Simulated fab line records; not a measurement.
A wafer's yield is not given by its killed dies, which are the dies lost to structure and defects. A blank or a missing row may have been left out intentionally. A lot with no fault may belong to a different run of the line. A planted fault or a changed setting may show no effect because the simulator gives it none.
Chamber matching	flow n5 finfet	3 sister chambers for N5_FIN_SAQP_ETCH_52 on rie diel-03
The step etches SOC in N2/H2, target depth 100 nm, overetch 20 nm, time 150 s. 3 wafers are shown with their chamber, then 8 later ones without.

EACH WAFER AND ITS CHAMBER
wafer	chamber	showerhead plenum p Torr (Torr)
L083.3	0	2.40
L085.5	3	2.43
L085.6	2	2.64

WAFERS MISSING THEIR CHAMBER
wafer	showerhead plenum p Torr (Torr)
L089.1	2.63
L089.6	2.43
L090.1	2.43
L090.4	2.43
L090.6	2.63
L095.2	2.42
L095.3	2.63
L095.6	2.63

EACH ONE'S CHAMBER
wafer	from the rows above	in truth
L089.1	2	2
L089.6	3	3
L090.1	3	3
L090.4	3	3
L090.6	2	2
L095.2	can't be placed: 3 or 0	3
L095.3	2	2
L095.6	2	2
7 of 8 placed correctly. Unplaceable from these rows: 1, with the true chamber sitting among the candidates in 1. 0 placed wrongly.
How it was worked out, from the rows above alone: a wafer's distance from a chamber is the root of the sum, over the readings, of the square of ((its reading less the chamber's mean) divided by the reading's scatter). The wafer belongs to the nearest chamber; if the next one is less than 2 further off, it can't be placed. The mean given for a chamber averages the wafers shown for that chamber. The scatter: with one shown wafer a chamber, the root of the mean of the squares of how far each hidden wafer lies from its nearest shown one.
